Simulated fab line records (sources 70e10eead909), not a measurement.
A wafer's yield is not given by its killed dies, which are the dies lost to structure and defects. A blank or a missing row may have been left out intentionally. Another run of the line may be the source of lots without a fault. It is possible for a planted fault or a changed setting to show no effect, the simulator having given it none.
Matching of chambers + flow nand harc + 3 sister chambers for NHARC_A_M0_PRE_CLEAN_31 on pecvd-04
The step time 12 s. 14 wafers are shown with their chamber, then 7 later ones without.

## WAFERS, EACH WITH ITS CHAMBER
| wafer  | chamber | heater power w (W) |
|--------|---------|--------------------|
| L270.1 | 0       | 707                |
| L270.4 | 1       | 531                |
| L270.6 | 0       | 720                |
| L269.3 | 2       | 479                |
| L269.5 | 2       | 492                |
| L269.6 | 1       | 514                |
| L271.1 | 0       | 634                |
| L271.4 | 1       | 569                |
| L271.5 | 0       | 652                |
| L283.3 | 0       | 750                |
| L283.5 | 1       | 479                |
| L283.6 | 2       | 492                |
| L288.1 | 0       | 641                |
| L288.2 | 1       | 482                |

SIGNATURES, as means of the wafers listed above
| reading        | chamber 0 | chamber 1 | chamber 2 | scatter within a chamber |
|----------------|-----------|-----------|-----------|--------------------------|
| heater power w | 684.00    | 515.00    | 487.67    | 39.6                     |
Rule: for each reading, subtract the chamber's mean from the wafer's reading, divide by that reading's scatter and square the result; add these up over the readings and take the root, which gives the wafer's distance from the chamber. The wafer belongs to the nearest chamber; if the next one is less than 2 further off, it can't be placed. How the scatter is found: for the shown wafers, subtract from each reading the mean of its chamber, square and add these, divide the total by (wafers less chambers), then take the root.

## WAFERS WITH NO CHAMBER GIVEN
| wafer  | heater power w (W) |
|--------|--------------------|
| L288.4 | 462                |
| L289.3 | 555                |
| L289.4 | 518                |
| L289.5 | 698                |
| L290.4 | 573                |
| L290.5 | 525                |
| L290.6 | 737                |

## WHICH CHAMBER EACH WENT THROUGH
| wafer  | from the rows above          | in truth |
|--------|------------------------------|----------|
| L288.4 | can't be placed: 2 or 1      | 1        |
| L289.3 | can't be placed: 1 or 2      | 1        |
| L289.4 | can't be placed: 1 or 2      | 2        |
| L289.5 | 0                            | 0        |
| L290.4 | can't be placed: 1 or 2 or 0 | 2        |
| L290.5 | can't be placed: 1 or 2      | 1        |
| L290.6 | 0                            | 0        |
Correct placement for 2 of the 7. From these rows, 5 cannot be placed; in 5 the true chamber is one of the candidates. Number placed wrongly: 0.
